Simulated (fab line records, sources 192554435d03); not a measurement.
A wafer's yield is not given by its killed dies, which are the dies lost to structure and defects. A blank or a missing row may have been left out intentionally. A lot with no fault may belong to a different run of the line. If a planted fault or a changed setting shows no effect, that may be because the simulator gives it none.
A struck lot beside a sound one | flow n5-finfet | 16 steps out of a route of 1938
Sound: wafers L537.1, L537.3, L537.6. Struck: wafer L529.6. (L529.1, L529.3 of the same lot were not struck and are left out.) The cause comes at the end.
For every step that has rows: the tool of each side, followed by ch and its chambers, followed by its first start. Under that, the readings that differ: sound wafers | struck wafers | difference of the means | sigmas: that difference in standard deviations of wafers without a fault.
alike: words and numbers the same on both sides, and readings whose means are apart by under 2 such deviations; not compared: readings that were withheld, readings missing a value for some wafer, numbers with overlapping values and no deviation given by the record, and bounds like >300 which may hide the same value.
A row with sigmas, a row that says differs or no value, or rows on one side alone: a step with any of these is where the two part. Numbers that don't overlap but have no deviation are shown without sigmas and don't part them. A reading missing from all wafers of one side parts the sides only when that side holds two or more wafers.

N5_SDB_INSPECT_36: inspects for defects (darkfield).
  sound on defect-inspect-02, day 8 19:56; struck on defect-inspect-01, day 7 00:38
  alike: raw-defect-count
N5_DUMMY_REMOVAL_HM_STRIP_01: strips SiNx in CH3F/O2, stops on poly-Si, target depth 4 nm, time 6.8 s.
  sound on rie-diel-04 ch 0,1,2, day 8 19:58; struck on rie-diel-04 ch 2, day 7 00:40
  reading      | sound             | struck | difference | sigmas
  rf-vpp-V (V) | 126.9 128.1 125.9 | 129.8  | +2.8       | +3
  alike: drypump-motor-current-A, oes-product-au, showerhead-plenum-p-Torr, throttle-valve-pct
  not compared: rf-hours-counter-h
N5_DUMMY_REMOVAL_STRIP_10: strips in N2/H2, time 40 s.
  sound on rie-diel-04 ch 0,1,2, day 8 20:01; struck on rie-diel-04 ch 2, day 7 00:42
  alike: drypump-motor-current-A, h2-flow-sccm, oes-product-au, rf-vpp-V, showerhead-plenum-p-Torr, throttle-valve-pct
  not compared: rf-hours-counter-h
then, 2 steps without rows for these wafers: N5_DUMMY_REMOVAL_PRECLEAN_07 (cleans in dHF, time 30 s); N5_DUMMY_REMOVAL_DUMMY_REMOVE_02 (chemistry TMAH, target poly-Si, stops on SiO2, target depth 142 nm, time 57 s, rinse time 30 s).
N5_DUMMY_REMOVAL_INSPECT_06: inspects for defects (brightfield).
  sound on defect-inspect-01, day 8 20:10; struck on defect-inspect-02, day 7 00:52
  alike: raw-defect-count
then, 4 steps without rows for these wafers: N5_DUMMY_REMOVAL_PRECLEAN_08 (cleans in NF3:NH3, afs cycles 2, time 20 s, sublimation time 60 s); N5_DUMMY_REMOVAL_PRECLEAN_04 (cleans in DHF, time 37 s); N5_DUMMY_REMOVAL_SRD_05 (time 30 s); N5_HKMG_FIN_IL_REGROW_00 (material SiO2, chemistry O3, target thk 0.75 nm, time 30 s).
N5_HKMG_FIN_HK_ALD_01: deposits HfO2, target thk 1.6 nm, pulse time 3 s, purge time 3 s.
  sound on ald-hk-02 ch 1,3, day 8 20:32; struck on ald-hk-01 ch 3, day 7 01:13
  alike: precursor-pulse-height-rel
  not compared: co-reactant-pulse-time-s
N5_HKMG_FIN_HK_ANNEAL_02: time 30 s.
  sound on rtp-anneal-01 ch 0, day 8 20:44; struck on rtp-anneal-01 ch 0, day 7 01:24
  alike: lamp-power-pct, lamp_zone_4_pct, wafer_temp_C_max
N5_HKMG_FIN_ALD_74: deposits La2O3, target thk 0.5 nm, pulse time 6 s, co reactant pulse time 1 s.
  sound on ald-hk-03 ch 0,1,3, day 8 20:57; struck on ald-hk-02 ch 0, day 7 01:37
  reading                      | sound | struck | difference | sigmas
  co-reactant-pulse-time-s (s) | 1 1 1 | 1.0706 | +0.0706    |
  alike: heater-power-w, precursor-pulse-height-rel
N5_HKMG_FIN_ALD_75: deposits Al2O3, target thk 1 nm, co reactant pulse time 1 s.
  sound on ald-hk-03 ch 0,1,3, day 8 21:02; struck on ald-hk-02 ch 0, day 7 01:41
  alike: heater-power-w, precursor-pulse-height-rel
-- record jumps: 4 days separate the struck wafers' starts on either side; left off in module HKMG_FIN, taken up again in module BEOL_M4, whose first shown step is the route's number 1111 --
N5_BEOL_M4_RC_MEAS_101:
  sound on prober-02 ch 0, day 12 16:51; struck on prober-01 ch 0, day 10 20:20
  alike: DIBL_N, DIBL_P, IOFF_N, IOFF_P, ION_N, ION_P, SS_N, SS_P, VT_N, VT_P
-- here the record skips 4 days between the struck wafers' starts before and after, leaving off in module BEOL_M4 and picking up in module PASSIVATION (first step shown: number 1936 of the route) --
N5_PASSIVATION_PROBE_49:
  sound on prober-01, day 16 16:49; struck on prober-01, day 14 21:49
  reading         | sound    | struck | difference | sigmas
  killed_at_M4_up | 17 16 18 | 8      | -9         | -2
  alike: defect-limited-yield, killed_at_M0_to_M3, killed-at-contacts, killed-at-front-end, killed-at-other, killed-dies, killed-open, killed-short, sort_bin_5_function, sort_bin_6_memory, sort-n-pass, sort-yield-pct

## WHERE THEY PART
At N5_DUMMY_REMOVAL_HM_STRIP_01 first; at N5_PASSIVATION_PROBE_49 last (within this record only).

WHY: what had been put in by the simulator
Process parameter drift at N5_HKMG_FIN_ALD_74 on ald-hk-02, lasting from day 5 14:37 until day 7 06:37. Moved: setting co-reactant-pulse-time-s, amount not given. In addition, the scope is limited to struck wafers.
